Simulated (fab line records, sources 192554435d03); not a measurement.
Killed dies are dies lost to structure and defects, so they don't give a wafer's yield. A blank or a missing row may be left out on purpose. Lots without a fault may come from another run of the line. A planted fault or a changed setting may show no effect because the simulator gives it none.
A struck lot beside a sound one | flow n5_finfet | 37 steps out of a route of 1938
Sound: wafers L824.1, L824.2, L824.6. Struck: wafers L837.1, L837.2, L837.5. The cause comes at the end.
At each step with rows: each side's tool, then ch and its chambers, then its first start. Under that, the readings that differ: sound wafers | struck wafers | difference of the means | sigmas: that difference in standard deviations of wafers without a fault.
alike: readings whose means differ by less than 2 such deviations, and words and numbers that are the same on both sides. not compared: withheld readings, readings that some wafer has no value for, bounds like >300 that may hide the same value, and numbers for which the record gives no deviation and whose values overlap.
The two part at a step that has a row with sigmas, a row that says differs or no value, or rows on one side only. Numbers that don't overlap but have no deviation are shown without sigmas and don't part them. A reading that every wafer of one side lacks parts them only if that side has two wafers or more.

first, 9 steps without rows for these wafers: N5_BEOL_M4_ANNEAL_95 (time 240 s); N5_BEOL_M4_SPUTTER_96 (material Cu, target thk 4.5 nm, time 8.29 s); N5_BEOL_M4_ECD_50 (material Cu, target thk 300 nm); N5_BEOL_M4_ANNEAL_51 (time 90 s); N5_BEOL_M4_CMP_52 (polishes, stops on SiOC, t overpolish 6.8 s, target thk 40 nm); N5_BEOL_M4_PRE_CLEAN_60 (time 15 s); N5_BEOL_M4_CO_CAP_55 (material Co, precursor CCTBA/H2, target thk 2 nm, time 102.1 s); N5_BEOL_M4_PRE_CLEAN_56 (time 15 s); N5_BEOL_M4_DEP_57 (deposits SiCN from 3MS/NH3, target thk 8 nm, time 14 s).
N5_BEOL_M4_RC_MEAS_101:
  sound on prober-01 ch 0, day 9 18:47; struck on prober-01 ch 0, day 14 02:55
  reading   | sound          | struck         | difference | sigmas
  VT_P (mV) | -252 -254 -255 | -246 -246 -245 | +8         | +2
  alike: DIBL_N, DIBL_P, IOFF_N, IOFF_P, ION_N, ION_P, SS_N, SS_P, VT_N
then, 24 steps without rows for these wafers: N5_BEOL_M5_ILD_DEP_00 (deposits SiCOH lowk from DEMS/porogen, target thk 140.64 nm, time 25.9 s); N5_BEOL_M5_CURE_79 (cures SiCOH lowk, time 240 s); N5_BEOL_M5_PECVD_70 (deposits SiO2 from TEOS/O2, target thk 16 nm, time 18 s); N5_BEOL_M5_HM_DEP_02 (deposits TiN, target thk 20 nm); N5_BEOL_M5_COAT_59 (time 60 s, resist thk 60 nm); N5_BEOL_M5_COAT_60 (time 60 s, resist thk 12 nm); N5_BEOL_M5_COAT_71 (time 60 s, resist thk 5 nm); N5_BEOL_M5_COAT_05 (resist thk 30 nm); N5_BEOL_M5_EBR_07; N5_BEOL_M5_SOFTBAKE_06 (time 60 s); N5_BEOL_M5_EXPOSE_08 (exposes mask M5, target cd 28 nm); N5_BEOL_M5_PEB_09 (peb time 60 s); N5_BEOL_M5_DEVELOP_10 (develop time 30 s); N5_BEOL_M5_DESCUM_16 (chemistry O2, time 7 s); N5_BEOL_M5_ETCH_72 (etches underlayer in N2/H2, target depth 6.5 nm, time 5.2 s); N5_BEOL_M5_ETCH_61 (etches SiARC in CF4, target depth 15.6 nm, time 26 s); N5_BEOL_M5_ETCH_62 (etches SOC in N2/H2, target depth 75 nm, overetch 15 nm, time 112.5 s); N5_BEOL_M5_STRIP_63 (strips in N2/H2); N5_BEOL_M5_STRIP_73 (strips in N2/H2); N5_BEOL_M5_STRIP_64 (strips in CF4); N5_BEOL_M5_HM_OPEN_17 (chemistry Cl2/BCl3, target TiN, target depth 20 nm, overetch 6 nm); N5_BEOL_M5_STRIP_19 (strips in O2); N5_BEOL_M5_COAT_65 (time 60 s, resist thk 60 nm); N5_BEOL_M5_COAT_66 (time 60 s, resist thk 12 nm).
N5_BEOL_M8_SPUTTER_48: material Cu, target thk 10 nm, time 1.667 s.
  sound on pvd_sputter-01, day 11 03:59; struck on pvd_sputter-03, day 15 15:15
  no value came back on the struck wafers for bias_v (V), cathode_dc_power_W (W), throttle_valve_pct (%); on the sound wafers bias_v (V) reads 60.4 60.0 60.3
N5_BEOL_M8_CMP_52: polishes, stops on SiCOH lowk, t overpolish 6.9 s, target thk 80 nm.
  sound on cmp-02 ch 1,3, day 11 05:21; struck on cmp-03 ch 1,3, day 15 15:49
  reading                 | sound             | struck            | difference | sigmas
  edge_zone_pressure_frac | 1.005 1.007 1.010 | 1.000 0.995 0.991 | -0.012     | -3
  time_to_endpoint_s (s)  | 64.9 67.2 70.7    | 0.0 0.0 0.0       | -67.6      | -23
  alike: motor_current_A, slurry_flow_ml_min
  not compared: pad_life_wafers
-- the record jumps here: 3 days lie between the struck wafers' starts before and after (it left off in module BEOL_M8 and takes up again in module PASSIVATION, whose first step shown is number 1936 of the route) --
N5_PASSIVATION_PROBE_49:
  the record has rows for the struck wafers here (prober-02, day 18 18:51) and none for the sound ones

WHERE THEY PART
First at N5_BEOL_M4_RC_MEAS_101; last, within this record, at N5_PASSIVATION_PROBE_49.

WHY: what the simulator had put in
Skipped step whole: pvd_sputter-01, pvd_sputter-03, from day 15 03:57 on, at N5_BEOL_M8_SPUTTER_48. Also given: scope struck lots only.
